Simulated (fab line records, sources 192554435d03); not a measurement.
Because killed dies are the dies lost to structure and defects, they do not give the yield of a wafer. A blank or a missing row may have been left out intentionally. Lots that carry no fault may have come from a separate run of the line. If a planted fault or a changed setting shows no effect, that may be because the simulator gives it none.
Chamber matching :: flow n5Finfet :: N5_BEOL_M11_STRIP_67 on rieDiel-02: 4 sister chambers
The step strips in CF4. 16 wafers are shown with their chamber, then 8 later ones without.

## WAFERS, EACH WITH ITS CHAMBER
wafer: L074.1
chamber: 2
showerheadPlenumPTorr (Torr): 1.72
drypumpMotorCurrentA (A): 5.1
throttleValvePct (%): 13.61

wafer: L074.4
chamber: 0
showerheadPlenumPTorr (Torr): 1.89
drypumpMotorCurrentA (A): 5.3
throttleValvePct (%): 13.24

wafer: L074.5
chamber: 2
showerheadPlenumPTorr (Torr): 1.72
drypumpMotorCurrentA (A): 5.1
throttleValvePct (%): 13.58

wafer: L077.2
chamber: 3
showerheadPlenumPTorr (Torr): 1.80
drypumpMotorCurrentA (A): 5.9
throttleValvePct (%): 13.61

wafer: L077.3
chamber: 1
showerheadPlenumPTorr (Torr): 1.71
drypumpMotorCurrentA (A): 6.3
throttleValvePct (%): 13.44

wafer: L077.5
chamber: 3
showerheadPlenumPTorr (Torr): 1.80
drypumpMotorCurrentA (A): 5.8
throttleValvePct (%): 13.63

wafer: L080.2
chamber: 2
showerheadPlenumPTorr (Torr): 1.72
drypumpMotorCurrentA (A): 5.1
throttleValvePct (%): 13.61

wafer: L080.3
chamber: 1
showerheadPlenumPTorr (Torr): 1.71
drypumpMotorCurrentA (A): 6.2
throttleValvePct (%): 13.45

wafer: L080.4
chamber: 0
showerheadPlenumPTorr (Torr): 1.89
drypumpMotorCurrentA (A): 5.3
throttleValvePct (%): 13.26

wafer: L083.2
chamber: 2
showerheadPlenumPTorr (Torr): 1.72
drypumpMotorCurrentA (A): 5.1
throttleValvePct (%): 13.63

wafer: L083.4
chamber: 0
showerheadPlenumPTorr (Torr): 1.89
drypumpMotorCurrentA (A): 5.3
throttleValvePct (%): 13.27

wafer: L083.5
chamber: 1
showerheadPlenumPTorr (Torr): 1.71
drypumpMotorCurrentA (A): 6.3
throttleValvePct (%): 13.46

wafer: L085.2
chamber: 3
showerheadPlenumPTorr (Torr): 1.80
drypumpMotorCurrentA (A): 5.9
throttleValvePct (%): 13.66

wafer: L085.3
chamber: 0
showerheadPlenumPTorr (Torr): 1.88
drypumpMotorCurrentA (A): 5.3
throttleValvePct (%): 13.30

wafer: L085.4
chamber: 1
showerheadPlenumPTorr (Torr): 1.71
drypumpMotorCurrentA (A): 6.3
throttleValvePct (%): 13.45

wafer: L092.2
chamber: 1
showerheadPlenumPTorr (Torr): 1.70
drypumpMotorCurrentA (A): 6.2
throttleValvePct (%): 13.50

SIGNATURES, as means of the wafers listed above
reading: showerheadPlenumPTorr
chamber 0: 1.8875
chamber 1: 1.7080
chamber 2: 1.7200
chamber 3: 1.8000
scatter within a chamber: 0.00359

reading: drypumpMotorCurrentA
chamber 0: 5.300
chamber 1: 6.260
chamber 2: 5.100
chamber 3: 5.867
scatter within a chamber: 0.0394

reading: throttleValvePct
chamber 0: 13.2675
chamber 1: 13.4600
chamber 2: 13.6075
chamber 3: 13.6333
scatter within a chamber: 0.0235
Rule: a wafer lies at a distance from a chamber equal to the root of the sum of squares, over the readings, of (its reading less the chamber's mean, divided by the reading's scatter). The wafer belongs to the nearest chamber; if the next one is less than 2 further off, it can't be placed. The scatter: the root of (the sum of the squares of (reading less its chamber's mean) over the shown wafers, divided by (wafers less chambers)).

## WAFERS WHOSE CHAMBER IS MISSING
wafer: L092.4
showerheadPlenumPTorr (Torr): 1.72
drypumpMotorCurrentA (A): 5.1
throttleValvePct (%): 13.67

wafer: L092.6
showerheadPlenumPTorr (Torr): 1.80
drypumpMotorCurrentA (A): 5.9
throttleValvePct (%): 13.68

wafer: L094.2
showerheadPlenumPTorr (Torr): 1.79
drypumpMotorCurrentA (A): 5.9
throttleValvePct (%): 13.68

wafer: L094.3
showerheadPlenumPTorr (Torr): 1.70
drypumpMotorCurrentA (A): 6.3
throttleValvePct (%): 13.50

wafer: L094.4
showerheadPlenumPTorr (Torr): 1.72
drypumpMotorCurrentA (A): 5.1
throttleValvePct (%): 13.67

wafer: L096.1
showerheadPlenumPTorr (Torr): 1.79
drypumpMotorCurrentA (A): 5.9
throttleValvePct (%): 13.71

wafer: L096.3
showerheadPlenumPTorr (Torr): 1.88
drypumpMotorCurrentA (A): 5.2
throttleValvePct (%): 13.35

wafer: L096.5
showerheadPlenumPTorr (Torr): 1.70
drypumpMotorCurrentA (A): 6.3
throttleValvePct (%): 13.50

## WHICH CHAMBER EACH WENT THROUGH
wafer: L092.4
from the rows above: 2
in truth: 2

wafer: L092.6
from the rows above: 3
in truth: 3

wafer: L094.2
from the rows above: 3
in truth: 3

wafer: L094.3
from the rows above: 1
in truth: 1

wafer: L094.4
from the rows above: 2
in truth: 2

wafer: L096.1
from the rows above: 3
in truth: 3

wafer: L096.3
from the rows above: 0
in truth: 0

wafer: L096.5
from the rows above: 1
in truth: 1
Placed correctly: 8 of 8. Can't be placed from these rows: 0. Number placed wrongly: 0.
